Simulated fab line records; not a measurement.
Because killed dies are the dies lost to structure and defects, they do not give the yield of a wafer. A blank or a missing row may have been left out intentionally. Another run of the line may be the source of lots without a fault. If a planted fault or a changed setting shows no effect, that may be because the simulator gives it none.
Split-lot experiment -- flow n5-finfet -- on a route of 1938 steps: 7 lots, 39 wafers read

ON THE SPLIT
At N5_FIN_CUT_ETCH_21 (etches SOC in N2/H2, target depth 219 nm, overetch 43.8 nm, time 523.5 s), the setting time-s was moved away from the recipe's 523.5 s on 9 of the 39 wafers read, by -52.7% to +23.3%. The other wafers ran this setting at the recipe's value.

FROM THE SPLIT TO THE READING: what the file shows between them, 7 steps
- N5_FIN_CUT_STRIP_23: strips in N2/H2
- N5_FIN_CUT_STRIP_31: strips in N2/H2
- N5_FIN_CUT_STRIP_24: strips in CF4
- N5_FIN_CUT_CUT_ETCH_26: etches SiNx in CH3F/O2, target depth 39 nm, time 55.7 s
- N5_FIN_CUT_CUT_ETCH_27: etches SiO2 in CHF3/O2, target depth 4 nm, overetch 2 nm, time 4.9 s
- N5_FIN_CUT_PRECLEAN_35: cleans in vHF, time 13.3 s
- N5_FIN_CUT_CUT_ETCH_15: etches Si in HBr/Cl2/O2, target depth 100 nm, bt time 10 s, time 42.4 s

THE READING
FIN_CUT.cd-offset-nm (the simulator's own value, which no gauge read), in nm, at N5_FIN_CUT_CUT_ETCH_28 (etches Si in HBr/Cl2/O2, target depth 6 nm, time 2.4 s). The file does not state a usual value for it. Here, 30 wafers ran the recipe; their average is -0.0 nm with a standard deviation of 0.45 nm.

wafer,"tool, chamber at the split","time-s as run, s",against the recipe,"FIN_CUT.cd-offset-nm, nm",against lot-mates on the recipe
L075.1,"rie-diel-04, 2",247.8,-52.7%,-3.2,-3.3
L075.2,"rie-diel-04, 1",523.5,recipe,-0.4,-
L075.3,"rie-diel-04, 0",247.8,-52.7%,-2.8,-2.9
L075.4,"rie-diel-04, 3",523.5,recipe,0.4,-
L075.5,"rie-diel-04, 1",247.8,-52.7%,-3,-3.1
L075.6,"rie-diel-04, 2",523.5,recipe,0.2,-
L076.1,"rie-diel-02, 1",523.5,recipe,0.2,-
L076.2,"rie-diel-02, 2",523.5,recipe,0.4,-
L076.4,"rie-diel-02, 3",523.5,recipe,0.4,-
L076.3,"rie-diel-02, 0",523.5,recipe,-0.6,-
L076.5,"rie-diel-02, 3",523.5,recipe,0.8,-
L076.6,"rie-diel-02, 2",523.5,recipe,0,-
L085.1,"rie-diel-05, 3",523.5,recipe,0,-
L085.6,"rie-diel-05, 3",523.5,recipe,0,-
L085.2,"rie-diel-05, 0",523.5,recipe,-0.4,-
L085.3,"rie-diel-05, 2",523.5,recipe,0.4,-
L085.4,"rie-diel-05, 1",523.5,recipe,0.2,-
L085.5,"rie-diel-05, 0",523.5,recipe,-0.8,-
L088.1,"rie-diel-02, 3",645.6,+23.3%,2,+1.9
L088.2,"rie-diel-02, 2",645.6,+23.3%,2.2,+2.1
L088.3,"rie-diel-02, 0",523.5,recipe,-0.8,-
L088.4,"rie-diel-02, 1",523.5,recipe,0.8,-
L088.5,"rie-diel-02, 2",523.5,recipe,0.4,-
L088.6,"rie-diel-02, 1",645.6,+23.3%,1.6,+1.5
L090.1,"rie-diel-04, 1",523.5,recipe,-0.6,-
L090.4,"rie-diel-04, 3",523.5,recipe,0.4,-
L090.5,"rie-diel-04, 2",523.5,recipe,-0.4,-
L091.1,"rie-diel-04, 2",523.5,recipe,0,-
L091.2,"rie-diel-04, 0",373.3,-28.7%,-1.8,-1.8
L091.3,"rie-diel-04, 1",523.5,recipe,-0.4,-
L091.4,"rie-diel-04, 0",373.3,-28.7%,-2,-2.0
L091.5,"rie-diel-04, 1",373.3,-28.7%,-2,-2.0
L091.6,"rie-diel-04, 2",523.5,recipe,0.4,-
L094.1,"rie-diel-02, 1",523.5,recipe,-0.2,-
L094.2,"rie-diel-02, 2",523.5,recipe,0,-
L094.5,"rie-diel-02, 2",523.5,recipe,0,-
L094.6,"rie-diel-02, 3",523.5,recipe,0,-
L094.3,"rie-diel-02, 3",523.5,recipe,-0.4,-
L094.4,"rie-diel-02, 0",523.5,recipe,-0.8,-

THE FIT
A straight line over all 39 wafers: FIN_CUT.cd-offset-nm changes by +0.0629 nm for each +1% of time-s; r = +0.93; the points scatter about the line by 0.44 nm.
The same after taking each lot's own level away (the mean of its wafers on the recipe; 39 wafers): +0.063 nm for each +1%; r = +0.94; scatter 0.4 nm.
That fit puts the effect of the largest move of time-s on the reading at 3.3 nm.
The lots' own levels span -0.23 to 0.20 nm, that is 1.0 times the standard deviation above.
So the lot-to-lot level changes the slope little: the two slopes agree.
Check: with one of the wafers moved furthest among these (-52.7%) left out of the fit, the line predicts -3.29 nm for it against its lot-mates. Against them it came out at -3.27 nm.

THE WHOLE CHAIN: every reading that the file lists as answering this split, in the file's order
step,what it does,reading,change (the file's fit),r (the file's)
N5_FIN_CUT_ETCH_21,"etches SOC in N2/H2, target depth 219 nm, overetch 43.8 nm, time 523.5 s","etch.depth-nm (the simulator's own value, which no gauge read)",+1.73 nm for each +1% of the setting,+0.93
N5_FIN_CUT_ETCH_21,"etches SOC in N2/H2, target depth 219 nm, overetch 43.8 nm, time 523.5 s","SiARC_of_FIN_CUT_COAT_19.thk-nm (the simulator's own value, which no gauge read)",-0.0823 nm for each +1% of the setting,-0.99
N5_FIN_CUT_ETCH_21,"etches SOC in N2/H2, target depth 219 nm, overetch 43.8 nm, time 523.5 s","FIN_CUT.cd-offset-nm (the simulator's own value, which no gauge read)",+0.059 nm for each +1% of the setting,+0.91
N5_FIN_CUT_CUT_ETCH_26,"etches SiNx in CH3F/O2, target depth 39 nm, time 55.7 s","FIN_CUT.cd-offset-nm (the simulator's own value, which no gauge read)",+0.0612 nm for each +1% of the setting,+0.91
N5_FIN_CUT_CUT_ETCH_27,"etches SiO2 in CHF3/O2, target depth 4 nm, overetch 2 nm, time 4.9 s","FIN_CUT.cd-offset-nm (the simulator's own value, which no gauge read)",+0.0603 nm for each +1% of the setting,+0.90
N5_FIN_CUT_CUT_ETCH_28,"etches Si in HBr/Cl2/O2, target depth 6 nm, time 2.4 s","FIN_CUT.cd-offset-nm (the simulator's own value, which no gauge read)",+0.0625 nm for each +1% of the setting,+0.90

THE FILE'S OWN FIT
FIN_CUT.cd-offset-nm changes by +0.0625 nm for each +1% of time-s, r = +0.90.
